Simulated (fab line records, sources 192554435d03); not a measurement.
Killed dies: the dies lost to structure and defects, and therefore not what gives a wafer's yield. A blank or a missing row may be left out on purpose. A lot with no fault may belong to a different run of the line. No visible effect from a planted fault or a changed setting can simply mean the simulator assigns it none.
Which tool was responsible? / flow n5Finfet / 12 lots, 36 wafers sampled, at 1 step of a route of 1938

WHAT THE GAUGES READ, wafer by wafer
N5_PMOS_HMC_CHANNEL_EPI_OVL_MEAS_10.
lot=L075; measured=day 1 23:17; on=overlay-01; PMOS_HMC_BLK_OVL (nm)=0.3 0.1 0.4
lot=L077; measured=day 2 11:35; on=overlay-01; PMOS_HMC_BLK_OVL (nm)=0.0 0.7 -0.1
lot=L079; measured=day 3 00:46; on=overlay-01; PMOS_HMC_BLK_OVL (nm)=-1.0 -0.2 -0.4
lot=L081; measured=day 3 11:16; on=overlay-01; PMOS_HMC_BLK_OVL (nm)=-0.7 -0.5 -0.5
lot=L083; measured=day 3 23:00; on=overlay-02; PMOS_HMC_BLK_OVL (nm)=-1.2 0.1 -0.5
lot=L085; measured=day 4 11:23; on=overlay-02; PMOS_HMC_BLK_OVL (nm)=-0.3 -0.7 -1.4
lot=L087; measured=day 4 23:02; on=overlay-01; PMOS_HMC_BLK_OVL (nm)=2.0 0.1 0.5
lot=L089; measured=day 5 11:05; on=overlay-01; PMOS_HMC_BLK_OVL (nm)=-0.4 -0.5 0.6
lot=L091; measured=day 5 23:18; on=overlay-02; PMOS_HMC_BLK_OVL (nm)=1.6 1.0 0.4
lot=L093; measured=day 6 17:38; on=overlay-01; PMOS_HMC_BLK_OVL (nm)=-0.7 0.0 -0.7
lot=L095; measured=day 6 23:58; on=overlay-02; PMOS_HMC_BLK_OVL (nm)=0.7 0.2 0.4
lot=L097; measured=day 7 10:53; on=overlay-01; PMOS_HMC_BLK_OVL (nm)=0.8 1.7 0.8

WHAT TOOL EACH LOT RAN ON (gives the tool, then ch and the chambers of the sampled wafers, and finally the start)
Record: no process step prior to these readings.

THE ANSWER, worked out from the rows above alone
Rule: the lots themselves supply what counts as usual. Put in order of their means at a reading, lots are off if they are a third of the lots or fewer, leave a main group of 4 or more, and stand apart from it by a gap of 3 or more times the standard deviation of the main group's means; of several such gaps the widest counts. A main group whose means are all the same, to the digits that the tables above print for the reading, isn't used. Also off: a lot with no number at a reading for which 4 or more lots have one. Where the step has rows for the other lots, those lots are counted as sound.
Nothing can be told from this: no lot is off at any reading shown.

WHAT THE SIMULATOR HAD PUT IN
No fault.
